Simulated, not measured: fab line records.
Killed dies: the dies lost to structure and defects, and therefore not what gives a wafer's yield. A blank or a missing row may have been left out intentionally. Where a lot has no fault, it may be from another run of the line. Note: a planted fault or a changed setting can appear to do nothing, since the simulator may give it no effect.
Which tool did it? || flow nand_harc || 36 wafers from 12 lots sampled at 4 of the route's 1302 steps

## WHAT THE GAUGES READ, wafer by wafer
NHARC_A_SGD_CUT_OVL_MEAS_10.
{"lot": "L075", "measured": "day 20 02:02", "on": "overlay-02", "overlay_x_nm (nm)": "-0.2 -0.7 -0.3"}
{"lot": "L077", "measured": "day 20 05:54", "on": "overlay-01", "overlay_x_nm (nm)": "1.4 1.1 1.4"}
{"lot": "L079", "measured": "day 20 22:31", "on": "overlay-01", "overlay_x_nm (nm)": "0.7 0.7 0.5"}
{"lot": "L082", "measured": "day 22 09:51", "on": "overlay-02", "overlay_x_nm (nm)": "0.1 -0.2 0.1"}
{"lot": "L083", "measured": "day 23 03:09", "on": "overlay-02", "overlay_x_nm (nm)": "2.6 3.1 2.7"}
{"lot": "L085", "measured": "day 23 17:13", "on": "overlay-02", "overlay_x_nm (nm)": "-1.6 -1.6 -1.9"}
{"lot": "L087", "measured": "day 24 17:14", "on": "overlay-01", "overlay_x_nm (nm)": "-1.1 -0.6 -0.5"}
{"lot": "L088", "measured": "day 25 11:27", "on": "overlay-01", "overlay_x_nm (nm)": "-1.5 -2.0 -1.7"}
{"lot": "L090", "measured": "day 26 11:50", "on": "overlay-02", "overlay_x_nm (nm)": "-0.1 -0.8 -0.8"}
{"lot": "L094", "measured": "day 27 13:02", "on": "overlay-02", "overlay_x_nm (nm)": "0.0 -0.6 -0.3"}
{"lot": "L093", "measured": "day 28 03:26", "on": "overlay-02", "overlay_x_nm (nm)": "0.2 0.2 0.4"}
{"lot": "L097", "measured": "day 28 14:20", "on": "overlay-01", "overlay_x_nm (nm)": "0.3 0.4 0.4"}

## EACH LOT AND THE TOOL THAT RAN IT (in order: tool; ch and the chambers of the sampled wafers; start)
{"lot": "L075", "NHARC_A_STAIRCASE_DEP_325": "pecvd-01 ch 0,1, day 19 01:07", "NHARC_A_STAIRCASE_ETCHBACK_157": "rie_diel-12 ch 0,1,2, day 19 23:57", "NHARC_A_STAIRCASE_CMP_472": "cmp-02 ch 0,2,3, day 20 00:41"}
{"lot": "L077", "NHARC_A_STAIRCASE_DEP_325": "pecvd-03 ch 0,1,2, day 19 13:24", "NHARC_A_STAIRCASE_ETCHBACK_157": "rie_diel-09 ch 0,3, day 20 04:04", "NHARC_A_STAIRCASE_CMP_472": "cmp-01 ch 1,2,3, day 20 04:38"}
{"lot": "L079", "NHARC_A_STAIRCASE_DEP_325": "pecvd-01 ch 0,1,2, day 20 05:22", "NHARC_A_STAIRCASE_ETCHBACK_157": "rie_diel-09 ch 1,2, day 20 20:49", "NHARC_A_STAIRCASE_CMP_472": "cmp-04 ch 0,1,2, day 20 21:27"}
{"lot": "L082", "NHARC_A_STAIRCASE_DEP_325": "pecvd-02 ch 0,1, day 21 12:40", "NHARC_A_STAIRCASE_ETCHBACK_157": "rie_diel-13 ch 0,2,3, day 22 08:07", "NHARC_A_STAIRCASE_CMP_472": "cmp-02 ch 0,2,3, day 22 08:49"}
{"lot": "L083", "NHARC_A_STAIRCASE_DEP_325": "pecvd-01 ch 0,1, day 22 09:05", "NHARC_A_STAIRCASE_ETCHBACK_157": "rie_diel-13 ch 0,2,3, day 23 01:25", "NHARC_A_STAIRCASE_CMP_472": "cmp-01 ch 0,1, day 23 01:56"}
{"lot": "L085", "NHARC_A_STAIRCASE_DEP_325": "pecvd-01 ch 0,2, day 23 01:22", "NHARC_A_STAIRCASE_ETCHBACK_157": "rie_diel-12 ch 0,2,3, day 23 15:29", "NHARC_A_STAIRCASE_CMP_472": "cmp-04 ch 0,1,3, day 23 16:01"}
{"lot": "L087", "NHARC_A_STAIRCASE_DEP_325": "pecvd-02 ch 0,1, day 24 01:23", "NHARC_A_STAIRCASE_ETCHBACK_157": "rie_diel-12 ch 1,2,3, day 24 15:35", "NHARC_A_STAIRCASE_CMP_472": "cmp-01 ch 0,2,3, day 24 16:08"}
{"lot": "L088", "NHARC_A_STAIRCASE_DEP_325": "pecvd-01 ch 0,2, day 24 18:04", "NHARC_A_STAIRCASE_ETCHBACK_157": "rie_diel-12 ch 0,2, day 25 09:41", "NHARC_A_STAIRCASE_CMP_472": "cmp-01 ch 1,2,3, day 25 10:16"}
{"lot": "L090", "NHARC_A_STAIRCASE_DEP_325": "pecvd-03 ch 1,2, day 25 18:44", "NHARC_A_STAIRCASE_ETCHBACK_157": "rie_diel-13 ch 1,2, day 26 10:04", "NHARC_A_STAIRCASE_CMP_472": "cmp-04 ch 0,3, day 26 10:38"}
{"lot": "L094", "NHARC_A_STAIRCASE_DEP_325": "pecvd-03 ch 0,1,2, day 26 20:52", "NHARC_A_STAIRCASE_ETCHBACK_157": "rie_diel-12 ch 0,1,2, day 27 11:20", "NHARC_A_STAIRCASE_CMP_472": "cmp-01 ch 1,2,3, day 27 11:52"}
{"lot": "L093", "NHARC_A_STAIRCASE_DEP_325": "pecvd-03 ch 0,1,2, day 27 10:44", "NHARC_A_STAIRCASE_ETCHBACK_157": "rie_diel-09 ch 0,3, day 28 01:41", "NHARC_A_STAIRCASE_CMP_472": "cmp-04 ch 0,1,3, day 28 02:16"}
{"lot": "L097", "NHARC_A_STAIRCASE_DEP_325": "pecvd-01 ch 1,2, day 27 20:51", "NHARC_A_STAIRCASE_ETCHBACK_157": "rie_diel-13 ch 0,1,3, day 28 12:34", "NHARC_A_STAIRCASE_CMP_472": "cmp-02 ch 0,2,3, day 28 13:08"}
- NHARC_A_STAIRCASE_DEP_325: deposits SiO2, target thk 7200 nm.
- NHARC_A_STAIRCASE_ETCHBACK_157: etches the open film in CH3F/O2, target depth 90 nm, time 167.14 s.
- NHARC_A_STAIRCASE_CMP_472: polishes SiO2.

## THE ANSWER, worked out from the rows above alone
Rule: what is usual is taken from the lots themselves. Put in order of their means at a reading, lots are off if they are a third of the lots or fewer, leave a main group of 4 or more, and stand apart from it by a gap of 3 or more times the standard deviation of the main group's means; of several such gaps the widest counts. The tables above print the reading to a certain number of digits; a main group whose means all agree to those digits is not used. A lot without any number at a reading at which 4 lots or more have one is off too. Any other lot the step has rows for is counted as sound.
None of the lots is off at any reading shown; this tells nothing.

## WHAT WAS PUT IN BY THE SIMULATOR
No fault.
